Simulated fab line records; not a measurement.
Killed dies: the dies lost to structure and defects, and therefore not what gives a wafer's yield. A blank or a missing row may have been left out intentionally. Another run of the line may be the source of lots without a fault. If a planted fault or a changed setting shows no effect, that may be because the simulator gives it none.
fab line records -- flow n5-finfet
record lots=11, wafers=31, last-day=18
route steps=1938 shown FIN_SAQP@92 FIN_CUT@165 PASSIVATION@1936
lots that met no fault: from a run of the same line without faults
start-h: the number of hours between the record's first day and the start of the first shown wafer of the lot -- wait-h: how many hours have passed since the lot's step before this one -- " identical to the entry in the row above -- L1.1+2: a single row standing in for several wafers -- - no value present, or no start provided -- * or withheld: withheld -- < > ~ a bound
route shown NAME@n: a module of which the file shows steps, and the number in the route of the first -- usual: mean/standard deviation of fault-free wafers -- same: alike in all rows -- chamber/n: place in a boat -- sites: each site's reading -- _std_site: how widely they spread, as a standard deviation -- _edge_site: the outer-site mean with the inner-site mean subtracted -- radius-mm: how far each site lies from the wafer's centre -- mask NAME#n: copy n -- behind: the most recent tool/chamber to have shaped the wafer -- hold: why the lot was held/for how many hours/how that ended -- device: whichever transistor did not switch (one of n, p or np) -- end of line: the route-end tests of the same wafers -- a step without rows: its recipe alone -- killed: dies that structure and defects cost at the first sort, which is not the same as the wafer's yield -- map: a wafer's dies, x killed, . not, _ none there
set.NAME: the setting that was run; set.NAME@STEP: the one run at that earlier step -- model.NAME: the simulator's own value behind a step, which no gauge read
a sample of lots followed through the steps of the route, with each step as a table and each wafer as a row
services: the hour from which a tool's chamber was out of use, counted from the record's first day as start-h (under 0 if before that day), plus the number of hours and why
## steps
# step N5_FIN_SAQP_PRECLEAN_44
# recipe chemistry=SC2, time-s=45, temp-c=35, mix=1:1:50
# usual temp-c=34.99/0.11
lot.wafer,tool,chamber,start-h,wait-h,temp-c
L222.1,wet-bench-01,2,20.86,0.0,34.97
L222.2,wet-bench-01,0,20.86,0.0,35.07
L222.3,wet-bench-01,4,20.86,0.0,35.01
L226.2,wet-bench-02,2,46.60,0.0,35.03
L226.4,wet-bench-02,1,46.60,0.0,35.01
L226.5,wet-bench-02,0,46.60,0.0,35.06
L227.1,wet-bench-02,0,50.83,0.0,34.99
L227.2,wet-bench-02,6,50.83,0.0,34.86
L227.3,wet-bench-02,5,50.83,0.0,35.00
L228.2,wet-bench-04,4,57.72,0.0,34.89
L228.5,wet-bench-04,6,57.72,0.0,35.15
L231.3,wet-bench-02,3,74.35,0.0,35.16
L231.4,wet-bench-02,0,74.35,0.0,35.04
L232.1,wet-bench-04,5,80.53,0.0,34.97
L232.4,wet-bench-04,2,80.53,0.0,35.29
L232.6,wet-bench-04,6,80.53,0.0,34.95
L235.2,wet-bench-04,5,98.84,0.0,34.92
L235.3,wet-bench-04,6,98.84,0.0,35.05
L235.4,wet-bench-04,7,98.84,0.0,35.15
L236.3,wet-bench-04,0,106.03,0.0,34.69
L236.4,wet-bench-04,5,106.03,0.0,35.04
L236.5,wet-bench-04,1,106.03,0.0,35.10
L243.1,wet-bench-01,4,146.70,0.0,34.88
L243.4,wet-bench-01,2,146.70,0.0,34.80
L243.6,wet-bench-01,1,146.70,0.0,34.96
L244.1,wet-bench-02,3,152.77,0.0,35.07
L244.4,wet-bench-02,2,152.77,0.0,35.00
L244.6,wet-bench-02,0,152.77,0.0,35.04
L245.2,wet-bench-01,6,158.79,0.0,35.07
L245.5,wet-bench-01,4,158.79,0.0,34.92
L245.6,wet-bench-01,5,158.79,0.0,34.85
# step N5_FIN_SAQP_THK_MEAS_05
# usual thk-nm=37.9/0.67
lot.wafer,tool,chamber,start-h,wait-h,thk-nm
L222.1,film-metro-02,-,21.45,0.1,37.6
L222.2,film-metro-02,-,21.45,0.1,37.3
L222.3,film-metro-02,-,21.45,0.1,38.7
L226.2,film-metro-01,-,47.43,0.1,37.2
L226.4,film-metro-01,-,47.43,0.1,37.1
L226.5,film-metro-01,-,47.43,0.1,37.6
L227.1,film-metro-02,-,51.39,0.1,37.6
L227.2,film-metro-02,-,51.39,0.1,37.8
L227.3,film-metro-02,-,51.39,0.1,37.2
L228.2,film-metro-02,-,58.47,0.1,37.3
L228.5,film-metro-02,-,58.47,0.1,37.1
L231.3,film-metro-02,-,75.77,0.1,37.9
L231.4,film-metro-02,-,75.77,0.1,38.4
L232.1,film-metro-01,-,81.15,0.1,36.7
L232.4,film-metro-01,-,81.15,0.1,38.1
L232.6,film-metro-01,-,81.15,0.1,37.4
L235.2,film-metro-02,-,99.45,0.1,36.9
L235.3,film-metro-02,-,99.45,0.1,37.4
L235.4,film-metro-02,-,99.45,0.1,37.6
L236.3,film-metro-01,-,107.74,0.1,37.9
L236.4,film-metro-01,-,107.74,0.1,39.3
L236.5,film-metro-01,-,107.74,0.1,38.1
L243.1,film-metro-02,-,147.38,0.1,37.0
L243.4,film-metro-02,-,147.38,0.1,38.6
L243.6,film-metro-02,-,147.38,0.1,37.9
L244.1,film-metro-01,-,154.55,0.1,38.0
L244.4,film-metro-01,-,154.55,0.1,37.9
L244.6,film-metro-01,-,154.55,0.1,39.1
L245.2,film-metro-01,-,161.41,0.1,37.7
L245.5,film-metro-01,-,161.41,0.1,38.2
L245.6,film-metro-01,-,161.41,0.1,38.4
# step N5_FIN_SAQP_PECVD_48
# recipe material=SiNx, target-thk-a=250, temp-c=400, precursor=SiH4/NH3/N2, pressure-torr=1.5, rf-w=300, time-s=22.1
# usual heater-power-w=779/120, showerhead-plenum-p-Torr=5.18/0.07, throttle-valve-pct=38.8/1.2
lot.wafer,tool,chamber,start-h,wait-h,heater-power-w,showerhead-plenum-p-Torr,throttle-valve-pct
L222.1,pecvd-01,2,21.53,0.0,743,5.18,37.9
L222.2,pecvd-01,0,21.53,0.0,899,5.23,38.4
L222.3,pecvd-01,1,21.53,0.0,599,5.12,38.1
L226.2,pecvd-04,2,47.50,0.0,1057,5.35,37.7
L226.4,pecvd-04,2,47.50,0.0,1077,5.35,37.8
L226.5,pecvd-04,0,47.50,0.0,738,5.23,40.0
L227.1,pecvd-03,1,51.47,0.0,657,5.16,41.6
L227.2,pecvd-03,0,51.47,0.0,815,5.08,39.3
L227.3,pecvd-03,2,51.47,0.0,757,5.12,37.5
L228.2,pecvd-04,2,58.55,0.0,944,5.34,38.1
L228.5,pecvd-04,2,58.55,0.0,950,5.34,38.0
L231.3,pecvd-01,1,75.84,0.0,632,5.12,38.2
L231.4,pecvd-01,0,75.84,0.0,943,5.24,38.7
L232.1,pecvd-01,2,81.23,0.0,676,5.18,37.8
L232.4,pecvd-01,2,81.23,0.0,690,5.18,37.4
L232.6,pecvd-01,1,81.23,0.0,578,5.12,38.0
L235.2,pecvd-01,1,99.53,0.0,563,5.13,38.3
L235.3,pecvd-01,2,99.53,0.0,663,5.18,37.7
L235.4,pecvd-01,2,99.53,0.0,683,5.19,37.6
L236.3,pecvd-04,1,107.82,0.0,999,5.17,39.1
L236.4,pecvd-04,1,107.82,0.0,1008,5.16,39.2
L236.5,pecvd-04,2,107.82,0.0,928,5.35,38.3
L243.1,pecvd-03,2,147.46,0.0,703,5.13,37.9
L243.4,pecvd-03,1,147.46,0.0,734,5.16,41.8
L243.6,pecvd-03,2,147.46,0.0,716,5.14,37.6
L244.1,pecvd-04,2,154.63,0.0,924,5.35,38.3
L244.4,pecvd-04,2,154.63,0.0,926,5.34,38.5
L244.6,pecvd-04,0,154.63,0.0,794,5.23,40.1
L245.2,pecvd-01,1,161.49,0.0,625,5.12,38.3
L245.5,pecvd-01,1,161.49,0.0,632,5.13,38.2
L245.6,pecvd-01,0,161.49,0.0,824,5.26,38.9
# step N5_FIN_SAQP_HM_DEP_72
# recipe material=SiO2, target-thk-a=120, temp-c=400, precursor=SiH4/N2O, pressure-torr=0.75, rf-w=275, time-s=7.2
# usual heater-power-w=809/130, showerhead-plenum-p-Torr=8.25/0.16
lot.wafer,tool,chamber,start-h,wait-h,heater-power-w,showerhead-plenum-p-Torr
L222.1,pecvd-03,0,21.70,0.0,756,8.02
L222.2,pecvd-03,1,21.70,0.0,665,8.16
L222.3,pecvd-03,0,21.70,0.0,771,8.02
L226.2,pecvd-01,2,47.67,0.0,743,8.25
L226.4,pecvd-01,2,47.67,0.0,745,8.22
L226.5,pecvd-01,1,47.67,0.0,577,8.09
L227.1,pecvd-04,1,51.63,0.0,1007,8.19
L227.2,pecvd-04,0,51.63,0.0,837,8.32
L227.3,pecvd-04,2,51.63,0.0,1044,8.57
L228.2,pecvd-01,0,58.71,0.0,821,8.36
L228.5,pecvd-01,0,58.71,0.0,843,8.36
L231.3,pecvd-04,1,76.01,0.0,976,8.19
L231.4,pecvd-04,2,76.01,0.0,1057,8.56
L232.1,pecvd-03,2,81.40,0.0,766,8.13
L232.4,pecvd-03,1,81.40,0.0,781,8.17
L232.6,pecvd-03,0,81.40,0.0,779,8.01
L235.2,pecvd-01,1,99.69,0.0,570,8.08
L235.3,pecvd-01,0,99.69,0.0,875,8.37
L235.4,pecvd-01,1,99.69,0.0,575,8.10
L236.3,pecvd-03,0,107.98,0.0,785,7.99
L236.4,pecvd-03,2,107.98,0.0,732,8.11
L236.5,pecvd-03,0,107.98,0.0,770,8.01
L243.1,pecvd-01,1,147.63,0.0,651,8.10
L243.4,pecvd-01,2,147.63,0.0,658,8.22
L243.6,pecvd-01,0,147.63,0.0,906,8.34
L244.1,pecvd-04,1,154.80,0.0,927,8.19
L244.4,pecvd-04,1,154.80,0.0,921,8.18
L244.6,pecvd-04,0,154.80,0.0,743,8.33
L245.2,pecvd-04,0,161.65,0.0,792,8.33
L245.5,pecvd-04,1,161.65,0.0,964,8.19
L245.6,pecvd-04,0,161.65,0.0,786,8.34
# step N5_FIN_SAQP_INSPECT_18
# recipe mode=adi, inspect-instrument=brightfield
# usual raw-defect-count=421/110
lot.wafer,tool,chamber,start-h,wait-h,raw-defect-count
L222.1,defect-inspect-02,-,22.23,0.0,369
L222.2,defect-inspect-02,-,22.23,0.0,447
L222.3,defect-inspect-02,-,22.23,0.0,390
L226.2,defect-inspect-02,-,48.18,0.0,330
L226.4,defect-inspect-02,-,48.18,0.0,318
L226.5,defect-inspect-02,-,48.18,0.0,324
L227.1,defect-inspect-01,-,52.14,0.0,409
L227.2,defect-inspect-01,-,52.14,0.0,386
L227.3,defect-inspect-01,-,52.14,0.0,362
L228.2,defect-inspect-02,-,59.10,0.0,676
L228.5,defect-inspect-02,-,59.10,0.0,578
L231.3,defect-inspect-02,-,76.39,0.0,518
L231.4,defect-inspect-02,-,76.39,0.0,412
L232.1,defect-inspect-02,-,81.91,0.0,470
L232.4,defect-inspect-02,-,81.91,0.0,345
L232.6,defect-inspect-02,-,81.91,0.0,392
L235.2,defect-inspect-02,-,100.20,0.0,917
L235.3,defect-inspect-02,-,100.20,0.0,877
L235.4,defect-inspect-02,-,100.20,0.0,872
L236.3,defect-inspect-01,-,108.49,0.0,841
L236.4,defect-inspect-01,-,108.49,0.0,974
L236.5,defect-inspect-01,-,108.49,0.0,840
L243.1,defect-inspect-02,-,148.14,0.0,529
L243.4,defect-inspect-02,-,148.14,0.0,386
L243.6,defect-inspect-02,-,148.14,0.0,370
L244.1,defect-inspect-01,-,155.31,0.0,306
L244.4,defect-inspect-01,-,155.31,0.0,385
L244.6,defect-inspect-01,-,155.31,0.0,343
L245.2,defect-inspect-01,-,162.17,0.0,294
L245.5,defect-inspect-01,-,162.17,0.0,324
L245.6,defect-inspect-01,-,162.17,0.0,448
# step N5_FIN_SAQP_INSPECT_40
# recipe inspect-instrument=brightfield, mode=aei
# usual raw-defect-count=220/60
lot.wafer,tool,chamber,start-h,wait-h,raw-defect-count
L222.1,defect-inspect-02,-,26.65,0.0,237
L222.2,defect-inspect-02,-,26.65,0.0,338
L222.3,defect-inspect-02,-,26.65,0.0,261
L226.2,defect-inspect-01,-,52.42,0.0,226
L226.4,defect-inspect-01,-,52.42,0.0,185
L226.5,defect-inspect-01,-,52.42,0.0,253
L227.1,defect-inspect-02,-,57.62,0.0,269
L227.2,defect-inspect-02,-,57.62,0.0,242
L227.3,defect-inspect-02,-,57.62,0.0,286
L228.2,defect-inspect-02,-,63.92,0.0,326
L228.5,defect-inspect-02,-,63.92,0.0,221
L231.3,defect-inspect-01,-,81.27,0.0,185
L231.4,defect-inspect-01,-,81.27,0.0,199
L232.1,defect-inspect-01,-,87.28,0.0,189
L232.4,defect-inspect-01,-,87.28,0.0,153
L232.6,defect-inspect-01,-,87.28,0.0,163
L235.2,defect-inspect-02,-,106.07,0.0,614
L235.3,defect-inspect-02,-,106.07,0.0,600
L235.4,defect-inspect-02,-,106.07,0.0,570
L236.3,defect-inspect-02,-,114.03,0.0,692
L236.4,defect-inspect-02,-,114.03,0.0,702
L236.5,defect-inspect-02,-,114.03,0.0,746
L243.1,defect-inspect-01,-,152.44,0.0,210
L243.4,defect-inspect-01,-,152.44,0.0,208
L243.6,defect-inspect-01,-,152.44,0.0,157
L244.1,defect-inspect-01,-,162.09,0.0,244
L244.4,defect-inspect-01,-,162.09,0.0,323
L244.6,defect-inspect-01,-,162.09,0.0,262
L245.2,defect-inspect-01,-,168.77,0.0,196
L245.5,defect-inspect-01,-,168.77,0.0,186
L245.6,defect-inspect-01,-,168.77,0.0,268
# step N5_FIN_CUT_INSPECT_10
# recipe mode=adi, inspect-instrument=brightfield
# usual raw-defect-count=41/12
lot.wafer,tool,chamber,start-h,wait-h,raw-defect-count
L222.1,defect-inspect-02,-,27.17,0.1,49
L222.2,defect-inspect-02,-,27.17,0.1,64
L222.3,defect-inspect-02,-,27.17,0.1,42
L226.2,defect-inspect-02,-,52.93,0.0,43
L226.4,defect-inspect-02,-,52.93,0.0,31
L226.5,defect-inspect-02,-,52.93,0.0,37
L227.1,defect-inspect-01,-,58.01,0.1,59
L227.2,defect-inspect-01,-,58.01,0.1,59
L227.3,defect-inspect-01,-,58.01,0.1,55
L228.2,defect-inspect-02,-,64.31,0.0,55
L228.5,defect-inspect-02,-,64.31,0.0,38
L231.3,defect-inspect-02,-,81.66,0.0,39
L231.4,defect-inspect-02,-,81.66,0.0,38
L232.1,defect-inspect-02,-,87.67,0.1,28
L232.4,defect-inspect-02,-,87.67,0.1,28
L232.6,defect-inspect-02,-,87.67,0.1,23
L235.2,defect-inspect-01,-,106.46,0.0,518
L235.3,defect-inspect-01,-,106.46,0.0,484
L235.4,defect-inspect-01,-,106.46,0.0,481
L236.3,defect-inspect-02,-,114.42,0.0,519
L236.4,defect-inspect-02,-,114.42,0.0,510
L236.5,defect-inspect-02,-,114.42,0.0,544
L243.1,defect-inspect-02,-,152.96,0.1,35
L243.4,defect-inspect-02,-,152.96,0.1,41
L243.6,defect-inspect-02,-,152.96,0.1,26
L244.1,defect-inspect-02,-,162.61,0.1,40
L244.4,defect-inspect-02,-,162.61,0.1,60
L244.6,defect-inspect-02,-,162.61,0.1,42
L245.2,defect-inspect-02,-,169.41,0.0,43
L245.5,defect-inspect-02,-,169.41,0.0,30
L245.6,defect-inspect-02,-,169.41,0.0,43
# step N5_FIN_CUT_INSPECT_17
# recipe inspect-instrument=brightfield, mode=aei
# usual raw-defect-count=225/58
lot.wafer,tool,chamber,start-h,wait-h,raw-defect-count
L222.1,defect-inspect-02,-,28.11,0.0,236
L222.2,defect-inspect-02,-,28.11,0.0,336
L222.3,defect-inspect-02,-,28.11,0.0,252
L226.2,defect-inspect-02,-,54.20,0.0,218
L226.4,defect-inspect-02,-,54.20,0.0,190
L226.5,defect-inspect-02,-,54.20,0.0,244
L227.1,defect-inspect-01,-,58.95,0.0,264
L227.2,defect-inspect-01,-,58.95,0.0,255
L227.3,defect-inspect-01,-,58.95,0.0,295
L228.2,defect-inspect-02,-,65.27,0.0,316
L228.5,defect-inspect-02,-,65.27,0.0,224
L231.3,defect-inspect-02,-,82.61,0.0,192
L231.4,defect-inspect-02,-,82.61,0.0,185
L232.1,defect-inspect-01,-,88.92,0.0,185
L232.4,defect-inspect-01,-,88.92,0.0,162
L232.6,defect-inspect-01,-,88.92,0.0,170
L235.2,defect-inspect-01,-,107.41,0.0,649
L235.3,defect-inspect-01,-,107.41,0.0,589
L235.4,defect-inspect-01,-,107.41,0.0,583
L236.3,defect-inspect-01,-,115.48,0.0,726
L236.4,defect-inspect-01,-,115.48,0.0,707
L236.5,defect-inspect-01,-,115.48,0.0,770
L243.1,defect-inspect-01,-,154.06,0.0,242
L243.4,defect-inspect-01,-,154.06,0.0,210
L243.6,defect-inspect-01,-,154.06,0.0,150
L244.1,defect-inspect-02,-,163.66,0.0,248
L244.4,defect-inspect-02,-,163.66,0.0,311
L244.6,defect-inspect-02,-,163.66,0.0,250
L245.2,defect-inspect-01,-,170.35,0.0,203
L245.5,defect-inspect-01,-,170.35,0.0,200
L245.6,defect-inspect-01,-,170.35,0.0,252
# step N5_PASSIVATION_PROBE_49
# usual killed_at_M0_to_M3=34/10, killed_at_M4_up=13/5.4, killed-at-contacts=13/6, killed-at-front-end=42/13, killed-at-other=4/3.2, killed-dies=107/18, killed-on-rim=14/4.2, killed-open=69/14, killed-short=35/7.7
# same gross-dies=1180, killed-at-back-side=0
lot.wafer,tool,chamber,start-h,wait-h,killed_at_M0_to_M3,killed_at_M4_up,killed-at-contacts,killed-at-front-end,killed-at-other,killed-dies,killed-on-rim,killed-open,killed-short
L227.1,prober-01,-,289.50,0.0,36,16,9,34,5,100,14,73,27
L227.2,prober-01,-,289.55,0.1,35,7,18,33,3,96,11,57,38
L227.3,prober-01,-,289.60,0.1,42,14,12,28,9,105,10,67,35
L226.2,prober-02,-,294.51,0.1,27,11,18,40,3,99,13,58,31
L226.4,prober-02,-,294.61,0.2,46,3,3,56,1,109,16,69,34
L226.5,prober-02,-,294.66,0.2,22,7,15,59,1,104,10,72,29
L228.2,prober-01,-,304.92,0.1,25,7,22,26,3,83,13,59,24
L228.5,prober-01,-,305.07,0.2,27,6,10,25,3,71,12,50,20
L231.3,prober-02,-,312.71,0.1,25,19,5,25,7,81,12,44,35
L231.4,prober-02,-,312.76,0.2,26,15,2,24,4,71,5,40,30
L235.2,prober-01,-,357.46,0.1,34,10,21,143,6,214,28,80,28
L235.3,prober-01,-,357.51,0.1,40,7,10,109,15,181,29,64,33
L235.4,prober-01,-,357.56,0.2,52,12,7,158,4,233,26,75,39
L236.3,prober-02,-,361.36,0.1,47,10,15,193,11,276,25,101,50
L236.4,prober-02,-,361.41,0.2,42,9,10,157,2,220,30,75,54
L236.5,prober-02,-,361.46,0.2,51,10,12,145,2,220,32,87,54
L243.1,prober-02,-,400.77,0.0,26,20,13,46,3,108,16,70,33
L243.4,prober-02,-,400.92,0.2,20,16,13,31,1,81,12,56,25
L243.6,prober-02,-,401.02,0.3,29,13,9,33,2,86,10,44,38
# killed by level:class
L227.1 BEOL_M2:geometric-particle:open=14 FIN_SAQP:geometric-particle:open=8 BEOL_M3:geometric-particle:open=8 MOL_CONTACT_COAG:geometric-particle:open=7 BEOL_M0_SAQP:geometric-particle:open=6 BEOL_M5:geometric-particle:open=6 FIN_SAQP:geometric-particle:short=5 BEOL_M0_SAQP:geometric-particle:short=5
L227.2 MOL_CONTACT_COAG:geometric-particle:open=16 BEOL_M0_SAQP:geometric-particle:short=15 BEOL_M0_SAQP:geometric-particle:open=10 FIN_SAQP:geometric-particle:short=6 DUMMY_GATE:geometric-particle:open=6 ILD0:geometric-particle:short=5 ILD0:geometric-particle:open=4 GATE_CUT:geometric-particle:short=3
L227.3 MOL_CONTACT_COAG:geometric-particle:open=9 BEOL_M0_SAQP:geometric-particle:short=9 BEOL_M0_SAQP:geometric-particle:open=9 BEOL_M2:geometric-particle:open=7 BEOL_M3:geometric-particle:open=6 FIN_SAQP:geometric-particle:short=5 BEOL_M1:geometric-particle:open=5 DUMMY_GATE:geometric-particle:short=4
L226.2 MOL_CONTACT_COAG:geometric-particle:open=14 BEOL_M2:geometric-particle:open=11 HKMG_FIN:area-etch=8 STI_FIN_REVEAL:geometric-particle:open=7 BEOL_M0_SAQP:geometric-particle:short=5 BEOL_M5:geometric-particle:open=5 FIN_SAQP:geometric-particle:open=4 STI_FIN_REVEAL:geometric-particle:short=4
L226.4 FIN_SAQP:geometric-particle:open=18 STI_FIN_REVEAL:geometric-particle:open=13 BEOL_M2:geometric-particle:open=10 FIN_SAQP:geometric-particle:short=7 BEOL_M1:geometric-particle:open=7 BEOL_M2:geometric-particle:short=6 BEOL_M0_SAQP:geometric-particle:short=5 STARTING-WAFER:geometric-particle:short=5
L226.5 FIN_SAQP:geometric-particle:open=25 FIN_SAQP:geometric-particle:short=11 MOL_CONTACT_COAG:geometric-particle:open=11 BEOL_M2:geometric-particle:open=10 STI_FIN_REVEAL:geometric-particle:open=6 GATE_CUT:geometric-particle:short=4 BEOL_M1:geometric-particle:open=4 GATE_CUT:geometric-particle:open=3
L228.2 MOL_CONTACT_COAG:geometric-particle:open=18 STI_FIN_REVEAL:geometric-particle:open=9 BEOL_M0:geometric-particle:open=6 GATE_CUT:geometric-particle:short=5 BEOL_M0_SAQP:geometric-particle:short=5 MOL_CONTACT_COAG:geometric-particle:short=4 BEOL_M1:geometric-particle:open=4 BEOL_M3:geometric-particle:open=4
L228.5 MOL_CONTACT_COAG:geometric-particle:open=8 STI_FIN_REVEAL:geometric-particle:open=7 BEOL_M2:geometric-particle:open=6 GATE_CUT:geometric-particle:short=4 BEOL_M0_SAQP:geometric-particle:open=4 BEOL_M0_SAQP:geometric-particle:short=4 BEOL_M1:geometric-particle:open=4 BEOL_M3:geometric-particle:open=4
L231.3 BEOL_M0_SAQP:geometric-particle:open=6 BEOL_M0_SAQP:geometric-particle:short=6 BEOL_M2:geometric-particle:open=5 BEOL_M4:geometric-particle:open=5 ILD0:geometric-particle:open=4 BEOL_M4:geometric-particle:short=4 FIN_SAQP:geometric-particle:short=3 DUMMY_GATE:geometric-particle:open=3
L231.4 BEOL_M0_SAQP:geometric-particle:open=7 FIN_SAQP:geometric-particle:short=5 BEOL_M0_SAQP:geometric-particle:short=5 BEOL_M4:geometric-particle:open=5 STARTING-WAFER:geometric-particle:short=5 FIN_SAQP:geometric-particle:open=4 BEOL_M1:geometric-particle:open=4 BEOL_M3:geometric-particle:open=4
L235.2 FIN_SAQP:unspecified=100 MOL_CONTACT_COAG:geometric-particle:open=18 BEOL_M2:geometric-particle:open=9 STI_FIN_REVEAL:geometric-particle:open=9 BEOL_M3:geometric-particle:open=9 FIN_SAQP:geometric-particle:open=7 BEOL_M0_SAQP:geometric-particle:open=7 FIN_SAQP:geometric-particle:short=6
L235.3 FIN_SAQP:unspecified=74 BEOL_M2:geometric-particle:open=11 PASSIVATION:area-etch=10 FIN_SAQP:geometric-particle:open=9 MOL_CONTACT_COAG:geometric-particle:open=7 BEOL_M0_SAQP:geometric-particle:short=7 GATE_CUT:geometric-particle:short=5 BEOL_M1:geometric-particle:open=5
L235.4 FIN_SAQP:unspecified=113 FIN_SAQP:geometric-particle:open=12 BEOL_M0_SAQP:geometric-particle:short=12 BEOL_M2:geometric-particle:open=11 BEOL_M0_SAQP:geometric-particle:open=9 STI_FIN_REVEAL:geometric-particle:open=8 BEOL_M1:geometric-particle:open=7 BEOL_M3:geometric-particle:open=6
L236.3 FIN_SAQP:unspecified=119 STI_FIN_REVEAL:geometric-particle:open=16 BEOL_M1:geometric-particle:open=16 DUMMY_GATE:geometric-particle:open=13 MOL_CONTACT_COAG:geometric-particle:open=13 BEOL_M0_SAQP:geometric-particle:short=11 BEOL_M0_SAQP:geometric-particle:open=11 FIN_SAQP:geometric-particle:open=6
L236.4 FIN_SAQP:unspecified=89 FIN_SAQP:geometric-particle:short=17 STI_FIN_REVEAL:geometric-particle:open=13 FIN_SAQP:geometric-particle:open=9 BEOL_M0_SAQP:geometric-particle:open=9 DUMMY_GATE:geometric-particle:open=8 GATE_CUT:geometric-particle:short=8 BEOL_M1:geometric-particle:open=8
L236.5 FIN_SAQP:unspecified=78 STI_FIN_REVEAL:geometric-particle:open=26 BEOL_M0_SAQP:geometric-particle:open=13 BEOL_M0_SAQP:geometric-particle:short=13 BEOL_M1:geometric-particle:open=13 FIN_SAQP:geometric-particle:short=12 MOL_CONTACT_COAG:geometric-particle:open=11 BEOL_M1:geometric-particle:short=7
L243.1 STI_FIN_REVEAL:geometric-particle:open=20 MOL_CONTACT_COAG:geometric-particle:open=9 BEOL_M4:geometric-particle:open=8 BEOL_M2:geometric-particle:open=8 STI_FIN_REVEAL:geometric-particle:short=6 FIN_SAQP:geometric-particle:open=4 BEOL_M0_SAQP:geometric-particle:open=4 MOL_CONTACT_COAG:geometric-particle:short=4
L243.4 STI_FIN_REVEAL:geometric-particle:open=13 MOL_CONTACT_COAG:geometric-particle:open=10 BEOL_M4:geometric-particle:open=10 BEOL_M3:geometric-particle:open=5 FIN_SAQP:geometric-particle:short=4 STI_FIN_REVEAL:geometric-particle:short=4 MOL_CONTACT_COAG:geometric-particle:short=3 BEOL_M1:geometric-particle:open=3
L243.6 STI_FIN_REVEAL:geometric-particle:open=11 MOL_CONTACT_COAG:geometric-particle:open=7 BEOL_M0_SAQP:geometric-particle:short=7 STARTING-WAFER:geometric-particle:short=7 BEOL_M1:geometric-particle:short=6 BEOL_M2:geometric-particle:short=5 BEOL_M4:geometric-particle:open=5 BEOL_M2:geometric-particle:open=4
## services
tool,chamber,start-h,hours,kind
wet-bench-04,-,-0.63,0.7,repair
wet-bench-04,-,19.00,1.1,repair
pecvd-03,2,21.12,-,clean
pecvd-03,2,21.12,-,consumable-replace:showerhead
pecvd-03,2,21.12,29.0,scheduled-down
pecvd-03,2,21.12,29.0,vent-cycle
pecvd-01,2,25.39,2.1,scheduled-down
wet-bench-01,-,35.19,1.2,repair
wet-bench-02,-,39.38,1.0,repair
wet-bench-01,-,39.68,1.2,repair
pecvd-01,1,62.97,5.5,scheduled-down
pecvd-01,1,103.24,2.1,scheduled-down
pecvd-01,0,125.43,5.5,scheduled-down
pecvd-04,2,127.01,2.1,scheduled-down
pecvd-04,-,139.50,0.5,repair
wet-bench-02,-,142.20,4.6,repair
## key
first-sign step=N5_FIN_SAQP_INSPECT_18, reading=raw-defect-count, direction=up, sigmas=4.4, usual=421, struck=887
effect step=N5_FIN_SAQP_INSPECT_40, reading=raw-defect-count, direction=up, sigmas=7.2, usual=220, struck=654
effect step=N5_FIN_CUT_INSPECT_10, reading=raw-defect-count, direction=up, sigmas=39, usual=41, struck=509
effect step=N5_FIN_CUT_INSPECT_17, reading=raw-defect-count, direction=up, sigmas=7.7, usual=225, struck=671
effect step=N5_PASSIVATION_PROBE_49, reading=killed-at-front-end, direction=up, sigmas=8.2, usual=42, struck=151
more-kills-born-at N5_FIN_SAQP_PRECLEAN_44@wet-bench-04=573
met-at N5_FIN_SAQP_PRECLEAN_44
struck-lots L235,L236
tester-left-out L235,L236
baseline-loss step=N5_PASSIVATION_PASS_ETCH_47, wafers=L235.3
not-acting-at N5_FIN_SAQP_THK_MEAS_05,N5_FIN_SAQP_PECVD_48,N5_FIN_SAQP_HM_DEP_72
onset-between 80.53 98.84
fault kind=chamber-particle-source, tool=wet-bench-04, chamber=-, onset-h=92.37, steps=N5_FIN_SAQP_PRECLEAN_44, rate-per-visit-cm2=0.74132, end-h=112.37
# tester-left-out: of these lots the tester's yield and bins aren't shown, on N5 and GAA mostly nor the transistor test; their killed dies are dies lost to structure and defects alone, not to doping, threshold or leakage, so they don't give the yield
# baseline-loss: these wafers lose ten dies or more at that step, a loss of the line's own and not of a fault; the sort's usual values leave them out
